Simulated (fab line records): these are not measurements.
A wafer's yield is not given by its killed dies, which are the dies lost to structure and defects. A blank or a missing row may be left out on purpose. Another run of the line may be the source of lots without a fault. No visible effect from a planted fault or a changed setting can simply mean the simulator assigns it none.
Chamber matching -- flow nand harc -- NHARC_P_GATE_DESCUM_61 on rie diel-07: 4 sister chambers
The step chemistry O2, time 3 s. 16 wafers are shown with their chamber, then 8 later ones without.

== WAFERS PAIRED WITH THEIR CHAMBERS ==
wafer,chamber,drypump motor current A (A),oes product au (a.u.),throttle valve pct (%)
L776.1,3,5.72,0.995,11.312
L776.2,2,5.92,0.999,11.300
L776.6,2,5.96,0.993,11.307
L775.1,1,5.66,0.988,11.318
L775.3,0,5.97,0.987,11.311
L775.4,2,5.93,1.004,11.292
L777.2,0,5.91,1.011,11.320
L777.3,1,5.65,1.003,11.317
L777.4,3,5.72,1.001,11.311
L779.1,1,5.65,0.977,11.298
L779.3,0,5.91,1.000,11.311
L779.4,3,5.73,0.991,11.321
L790.3,3,5.71,0.984,11.317
L790.5,2,5.94,1.015,11.318
L790.6,1,5.65,0.979,11.315
L792.4,3,5.73,0.995,11.289

SIGNATURES, as means of the wafers listed above
reading,chamber 0,chamber 1,chamber 2,chamber 3,scatter within a chamber
drypump motor current A,5.9300,5.6525,5.9375,5.7220,0.0174
oes product au,0.99933,0.98675,1.00275,0.99320,0.00969
throttle valve pct,11.31400,11.31200,11.30425,11.31000,0.0104
Rule: for a wafer and a chamber, the distance is found by dividing, reading by reading, the gap between the wafer's reading and the chamber's mean by the reading's scatter, squaring, summing and taking the root. If the next closest chamber is less than 2 further off than the closest, the wafer can't be placed; otherwise it belongs to the closest. The scatter is the square root of a quotient: the sum, over the shown wafers, of each reading's squared deviation from its chamber's mean, divided by wafers minus chambers.

== WAFERS WITHOUT THEIR CHAMBER ==
wafer,drypump motor current A (A),oes product au (a.u.),throttle valve pct (%)
L792.5,5.65,0.987,11.320
L792.6,5.97,1.003,11.319
L794.1,5.72,1.005,11.310
L794.2,5.67,0.988,11.322
L794.6,5.71,1.004,11.302
L793.3,5.98,1.004,11.321
L793.4,5.94,1.005,11.302
L793.6,5.71,1.000,11.328

== WHICH CHAMBER EACH ONE RAN IN ==
wafer,from the rows above,in truth
L792.5,1,1
L792.6,can't be placed: 2 or 0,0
L794.1,3,3
L794.2,can't be placed: 1 or 3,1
L794.6,3,3
L793.3,can't be placed: 2 or 0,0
L793.4,can't be placed: 2 or 0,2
L793.6,can't be placed: 3 or 1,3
Placed correctly: 3 of 8. These rows do not allow placing 5 (true chamber among the candidates in 5). Placed wrongly: 0.
